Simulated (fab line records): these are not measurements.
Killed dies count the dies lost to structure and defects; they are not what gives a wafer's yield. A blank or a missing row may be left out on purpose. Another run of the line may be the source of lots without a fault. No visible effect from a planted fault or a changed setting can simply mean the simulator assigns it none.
The tool behind it: which one? + flow n5 finfet + 25 wafers from 9 lots sampled at 6 of the route's 1938 steps

## WHAT EACH GAUGE READ, for each wafer
N5_STI_FIN_REVEAL_FIN_H_MEAS_10.
| lot  | measured    | on     | trench depth nm (nm) |
|------|-------------|--------|----------------------|
| L159 | day 3 08:08 | ocd-02 | 52.0 52.0 52.4       |
| L161 | day 3 21:16 | ocd-02 | 51.0 51.0 51.2       |
| L163 | day 4 07:19 | ocd-01 | 51.5 50.9 50.9       |
| L167 | day 5 10:59 | ocd-02 | 52.7 52.6 51.7       |
| L168 | day 5 16:54 | ocd-02 | 53.5 52.9 53.3       |
| L169 | day 5 20:46 | ocd-02 | 52.7 52.2 52.7       |
| L175 | day 7 08:20 | ocd-02 | 52.7 52.2            |
| L178 | day 8 01:58 | ocd-02 | 67.2 52.1            |
| L179 | day 8 06:29 | ocd-01 | 52.2 52.4 51.3       |

N5_BEOL_M4_RC_MEAS_101.
| lot  | measured     | on        | DIBL_N (mV/V)  | DIBL_P (mV/V)  | IOFF_N (nA/um) | IOFF_P (nA/um) | ION_N (uA/um) | ION_P (uA/um) | SS_N (mV/dec)  | SS_P (mV/dec)  | VT_N (mV)   | VT_P (mV)      |
|------|--------------|-----------|----------------|----------------|----------------|----------------|---------------|---------------|----------------|----------------|-------------|----------------|
| L159 | day 8 14:21  | prober-02 | 36.5 36.7 35.4 | 36.6 36.8 34.2 | 0.16 0.17 0.14 | 0.21 0.21 0.17 | 678 674 673   | 466 460 455   | 71.6 71.4 70.7 | 73.2 73.2 72.6 | 245 249 251 | -252 -250 -252 |
| L161 | day 9 08:34  | prober-01 | 41.3 43.3 42.2 | 39.9 42.7 40.4 | 0.26 0.29 0.26 | 0.28 0.34 0.28 | 677 697 691   | 464 470 465   | 73.4 73.4 72.7 | 75.0 75.1 74.4 | 244 242 244 | -247 -244 -250 |
| L163 | day 9 16:19  | prober-02 | 37.2 38.1 37.9 | 37.9 38.0 38.0 | 0.22 0.22 0.22 | 0.30 0.31 0.30 | 689 677 686   | 476 473 475   | 71.4 72.2 72.5 | 74.1 73.8 73.9 | 240 242 241 | -243 -241 -246 |
| L167 | day 10 20:10 | prober-01 | 36.6 37.5 34.7 | 35.9 37.5 34.7 | 0.15 0.17 0.13 | 0.19 0.22 0.18 | 674 684 670   | 461 471 464   | 71.2 71.4 71.0 | 73.1 73.5 73.2 | 252 250 252 | -253 -250 -253 |
| L168 | day 10 22:38 | prober-02 | 38.2 36.6 36.7 | 39.1 37.1 35.9 | 0.23 0.19 0.18 | 0.24 0.20 0.18 | 708 692 680   | 473 464 456   | 72.0 71.0 72.0 | 74.2 73.8 73.8 | 243 247 249 | -250 -253 -254 |
| L169 | day 11 16:10 | prober-01 | 39.6 38.2 38.2 | 37.3 35.6 36.5 | 0.22 0.18 0.18 | 0.26 0.23 0.24 | 700 685 690   | 475 468 475   | 72.6 72.2 71.9 | 73.7 73.7 73.5 | 244 246 248 | -247 -248 -249 |
| L175 | day 12 17:45 | prober-02 | 34.4 35.3      | 33.9 35.2      | 0.13 0.15      | 0.19 0.20      | 686 676       | 464 469       | 70.8 71.8      | 72.9 72.9      | 250 250     | -247 -249      |
| L178 | day 13 08:53 | prober-01 | 34.4 37.7      | 36.9 41.0      | 0.17 0.22      | 0.19 0.26      | 745 690       | 449 468       | 71.1 71.8      | 73.6 74.3      | 248 247     | -252 -248      |
| L179 | day 13 18:50 | prober-01 | 36.3 38.0 37.9 | 35.6 38.2 38.1 | 0.15 0.18 0.18 | 0.20 0.25 0.24 | 679 682 688   | 466 469 469   | 71.5 72.5 71.8 | 73.2 74.5 73.6 | 249 248 249 | -251 -249 -247 |

## WHAT TOOL EACH LOT RAN ON (gives the tool, then ch and the chambers of the sampled wafers, and finally the start)
| lot  | N5_STI_FIN_REVEAL_ALD_14         | N5_STI_FIN_REVEAL_ETCHBACK_08     | N5_STI_FIN_REVEAL_STRIP_24        | N5_STI_FIN_REVEAL_ETCH_34       |
|------|----------------------------------|-----------------------------------|-----------------------------------|---------------------------------|
| L159 | ald sin-03 ch 1,3, day 2 23:20   | rie diel-06 ch 0,1, day 3 05:09   | rie diel-06 ch 0,1, day 3 05:11   | rie si-05 ch 0,2, day 3 07:31   |
| L161 | ald sin-01 ch 0,2,3, day 3 12:44 | rie diel-06 ch 0,3, day 3 18:18   | rie diel-06 ch 0,3, day 3 18:20   | rie si-01 ch 0,1, day 3 20:39   |
| L163 | ald sin-03 ch 0,1,2, day 3 22:25 | rie diel-06 ch 0,1,3, day 4 04:17 | rie diel-06 ch 0,1,3, day 4 04:19 | rie si-05 ch 0,1,3, day 4 06:41 |
| L167 | ald sin-03 ch 2,3, day 5 02:04   | rie diel-02 ch 1,3, day 5 07:40   | rie diel-02 ch 1,3, day 5 07:42   | rie si-05 ch 2,3, day 5 10:19   |
| L168 | ald sin-03 ch 0,3, day 5 07:15   | rie diel-02 ch 1,3, day 5 13:57   | rie diel-02 ch 1,3, day 5 13:59   | rie si-01 ch 0,1,2, day 5 16:17 |
| L169 | ald sin-01 ch 0,1,3, day 5 12:10 | rie diel-02 ch 2,3, day 5 17:49   | rie diel-02 ch 2,3, day 5 17:51   | rie si-05 ch 0,1,3, day 5 20:10 |
| L175 | ald sin-02 ch 0,1, day 6 23:43   | rie diel-02 ch 0,2, day 7 05:22   | rie diel-02 ch 0,2, day 7 05:23   | rie si-05 ch 0,3, day 7 07:43   |
| L178 | ald sin-02 ch 1,3, day 7 16:17   | rie diel-02 ch 0,3, day 7 23:01   | rie diel-02 ch 0,3, day 7 23:02   | rie si-03 ch 2,3, day 8 01:21   |
| L179 | ald sin-01 ch 0,1,3, day 7 21:50 | rie diel-03 ch 1,2, day 8 03:31   | rie diel-03 ch 1,2, day 8 03:34   | rie si-03 ch 2,3, day 8 05:52   |
- N5_STI_FIN_REVEAL_ALD_14: deposits Si3N4, target thk 3 nm.
- N5_STI_FIN_REVEAL_ETCHBACK_08: etches SiO2 in C4F6/O2, target depth 30.5 nm, time 10.167 s.
- N5_STI_FIN_REVEAL_STRIP_24: strips in N2/H2, time 90 s.
- N5_STI_FIN_REVEAL_ETCH_34: etches Si in H2, material Si, target depth 0.97 nm.

## WHAT THE TOOLS THEMSELVES READ (means of the sampled wafers that have a number; where no wafer has one, the mark that the record gives instead)
N5_STI_FIN_REVEAL_ALD_14.
| lot  | tool       | heater power w (W) |
|------|------------|--------------------|
| L159 | ald sin-03 | 825                |
| L161 | ald sin-01 | 881                |
| L163 | ald sin-03 | 886                |
| L167 | ald sin-03 | 866                |
| L168 | ald sin-03 | 911                |
| L169 | ald sin-01 | 880                |
| L175 | ald sin-02 | 908                |
| L178 | ald sin-02 | 890                |
| L179 | ald sin-01 | 903                |

N5_STI_FIN_REVEAL_ETCHBACK_08.
| lot  | tool        | drypump motor current A (A) | oes_o_777_au (a.u.) | oes product au (a.u.) | rf vpp V (V) | showerhead plenum p Torr (Torr) | throttle valve pct (%) |
|------|-------------|-----------------------------|---------------------|-----------------------|--------------|---------------------------------|------------------------|
| L159 | rie diel-06 | 5.6                         | 0.75                | 0.73                  | 667          | 2.88                            | 21.16                  |
| L161 | rie diel-06 | 5.2                         | 0.71                | 0.70                  | 657          | 2.81                            | 21.41                  |
| L163 | rie diel-06 | 5.4                         | 0.73                | 0.71                  | 660          | 2.87                            | 21.38                  |
| L167 | rie diel-02 | 5.8                         | 0.83                | 0.83                  | 660          | 2.87                            | 21.14                  |
| L168 | rie diel-02 | 5.8                         | 0.83                | 0.83                  | 661          | 2.87                            | 21.14                  |
| L169 | rie diel-02 | 5.3                         | 0.88                | 0.89                  | 670          | 2.87                            | 21.18                  |
| L175 | rie diel-02 | 5.5                         | 0.93                | 0.93                  | 669          | 2.80                            | 21.20                  |
| L178 | rie diel-02 | 5.2                         | 0.90                | 1.03                  | 674          | 2.85                            | 21.27                  |
| L179 | rie diel-03 | 5.7                         | 0.73                | 0.76                  | 686          | 2.92                            | 21.44                  |

N5_STI_FIN_REVEAL_STRIP_24.
| lot  | tool        | drypump motor current A (A) | oes product au (a.u.) | rf vpp V (V) | showerhead plenum p Torr (Torr) | temp c (C) | throttle valve pct (%) |
|------|-------------|-----------------------------|-----------------------|--------------|---------------------------------|------------|------------------------|
| L159 | rie diel-06 | 5.7                         | 0.73                  | 46.0         | 3.43                            | 39.88      | 12.24                  |
| L161 | rie diel-06 | 5.2                         | 0.71                  | 45.0         | 3.33                            | 40.09      | 12.52                  |
| L163 | rie diel-06 | 5.4                         | 0.71                  | 45.5         | 3.40                            | 39.94      | 12.46                  |
| L167 | rie diel-02 | 5.8                         | 0.81                  | 45.6         | 3.43                            | 40.09      | 12.14                  |
| L168 | rie diel-02 | 5.8                         | 0.81                  | 45.8         | 3.43                            | 40.11      | 12.15                  |
| L169 | rie diel-02 | 5.3                         | 0.89                  | 45.8         | 3.39                            | 40.01      | 12.05                  |
| L175 | rie diel-02 | 5.5                         | 0.94                  | 45.1         | 3.31                            | 39.98      | 12.04                  |
| L178 | rie diel-02 | 5.2                         | 0.90                  | 45.5         | 3.38                            | 40.09      | 12.04                  |
| L179 | rie diel-03 | 5.8                         | 0.76                  | 45.2         | 3.47                            | 39.93      | 12.50                  |

N5_STI_FIN_REVEAL_ETCH_34.
| lot  | tool      | drypump motor current A (A) | oes product au (a.u.) | temp c (C) | throttle valve pct (%) |
|------|-----------|-----------------------------|-----------------------|------------|------------------------|
| L159 | rie si-05 | 5.9                         | 0.994                 | 20.08      | 26.3                   |
| L161 | rie si-01 | 6.1                         | 1.002                 | 20.06      | 26.1                   |
| L163 | rie si-05 | 6.2                         | 1.000                 | 19.94      | 26.3                   |
| L167 | rie si-05 | 6.0                         | 1.002                 | 19.95      | 26.1                   |
| L168 | rie si-01 | 5.9                         | 1.001                 | 20.04      | 26.1                   |
| L169 | rie si-05 | 6.2                         | 0.992                 | 19.94      | 26.3                   |
| L175 | rie si-05 | 6.2                         | 0.987                 | 19.96      | 26.4                   |
| L178 | rie si-03 | 5.6                         | 1.006                 | 20.10      | 25.4                   |
| L179 | rie si-03 | 5.5                         | 0.990                 | 19.97      | 25.5                   |

## THE ANSWER, worked out from the rows above alone
Rule: usual is defined by the lots themselves. The widest of any qualifying gaps counts: lots, ordered by their means at a reading, are off when they make up no more than a third of the lots, leave a main group of 4 or more, and stand apart from it by 3 or more times the standard deviation of that group's means. Not used: any main group whose means are identical at the precision the tables above print for the reading. A lot without any number at a reading at which 4 lots or more have one is off too. All remaining lots with rows at the step are treated as sound. First the gauges in route order, then the tools' own readings, where a lot's mean is used as printed above. The first step at which some lot is off is used, and at that step the reading that is off furthest; a lot without a number counts as furthest.
Off: L178 (N5_STI_FIN_REVEAL_FIN_H_MEAS_10, trench depth nm). Main group: mean 52.1 nm, sd 0.68.
If a tool, at a process step before that reading, ran all the lots that are off and no sound lot after the first of them, it fits. Not tried: the gauges at N5_STI_FIN_REVEAL_FIN_H_MEAS_10; whatever is off there is also off at N5_BEOL_M4_RC_MEAS_101, on other tools, and gauge error can't account for it. This does not decide it: 2 tools fit, namely ald sin-02 at N5_STI_FIN_REVEAL_ALD_14 and rie diel-02 at N5_STI_FIN_REVEAL_ETCHBACK_08 and N5_STI_FIN_REVEAL_STRIP_24.

## WHAT WAS PUT IN BY THE SIMULATOR
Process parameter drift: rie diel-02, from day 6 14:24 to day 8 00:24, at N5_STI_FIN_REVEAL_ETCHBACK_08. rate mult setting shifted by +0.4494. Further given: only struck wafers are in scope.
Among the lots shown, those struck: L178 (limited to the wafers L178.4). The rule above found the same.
